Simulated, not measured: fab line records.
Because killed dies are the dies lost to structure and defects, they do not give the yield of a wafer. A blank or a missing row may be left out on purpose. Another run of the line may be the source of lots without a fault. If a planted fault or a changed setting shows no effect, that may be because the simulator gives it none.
Matching of chambers || flow nandHarc || NHARC_A_CHANNEL_FILL_D1_ALD_25 on aldHk-02 has 4 sister chambers
The step deposits SiOx, target thk 60 nm, pulse time 10 s, ald cycles 600. 8 wafers are shown with their chamber, then 7 later ones without.

== EACH WAFER AND ITS CHAMBER ==
{"wafer": "L078.6", "chamber": 0, "heaterPowerW (W)": 453, "precursorPulseHeightRel": 1.010}
{"wafer": "L081.4", "chamber": 3, "heaterPowerW (W)": 512, "precursorPulseHeightRel": 0.978}
{"wafer": "L081.6", "chamber": 2, "heaterPowerW (W)": 563, "precursorPulseHeightRel": 1.016}
{"wafer": "L083.1", "chamber": 2, "heaterPowerW (W)": 577, "precursorPulseHeightRel": 0.975}
{"wafer": "L083.2", "chamber": 1, "heaterPowerW (W)": 548, "precursorPulseHeightRel": 1.021}
{"wafer": "L083.5", "chamber": 3, "heaterPowerW (W)": 487, "precursorPulseHeightRel": 1.009}
{"wafer": "L088.1", "chamber": 1, "heaterPowerW (W)": 545, "precursorPulseHeightRel": 1.018}
{"wafer": "L088.2", "chamber": 0, "heaterPowerW (W)": 451, "precursorPulseHeightRel": 0.994}

== WAFERS WHOSE CHAMBER IS MISSING ==
{"wafer": "L088.4", "heaterPowerW (W)": 465, "precursorPulseHeightRel": 0.984}
{"wafer": "L090.1", "heaterPowerW (W)": 550, "precursorPulseHeightRel": 0.991}
{"wafer": "L090.3", "heaterPowerW (W)": 444, "precursorPulseHeightRel": 0.970}
{"wafer": "L090.5", "heaterPowerW (W)": 469, "precursorPulseHeightRel": 1.005}
{"wafer": "L089.3", "heaterPowerW (W)": 469, "precursorPulseHeightRel": 0.992}
{"wafer": "L089.5", "heaterPowerW (W)": 561, "precursorPulseHeightRel": 0.996}
{"wafer": "L089.6", "heaterPowerW (W)": 456, "precursorPulseHeightRel": 1.015}

== EACH ONE'S CHAMBER ==
{"wafer": "L088.4", "from the rows above": "can't be placed: 0 or 3", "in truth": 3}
{"wafer": "L090.1", "from the rows above": "can't be placed: 1 or 2", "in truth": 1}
{"wafer": "L090.3", "from the rows above": 0, "in truth": 0}
{"wafer": "L090.5", "from the rows above": "can't be placed: 0 or 3", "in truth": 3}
{"wafer": "L089.3", "from the rows above": "can't be placed: 0 or 3", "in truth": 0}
{"wafer": "L089.5", "from the rows above": "can't be placed: 2 or 1", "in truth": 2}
{"wafer": "L089.6", "from the rows above": 0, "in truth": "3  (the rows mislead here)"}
1 of 7 placed correctly. From these rows, 5 cannot be placed; in 5 the true chamber is one of the candidates. Placed wrongly: 1.
How it was worked out, from the rows above alone: a wafer's distance from a chamber is the root of the sum, over the readings, of the square of ((its reading less the chamber's mean) divided by the reading's scatter). The wafer belongs to the nearest chamber; if the next one is less than 2 further off, it can't be placed. Each chamber's mean is taken over the wafers shown for it. How the scatter is found: for the shown wafers, subtract from each reading the mean of its chamber, square and add these, divide the total by (wafers less chambers), then take the root.
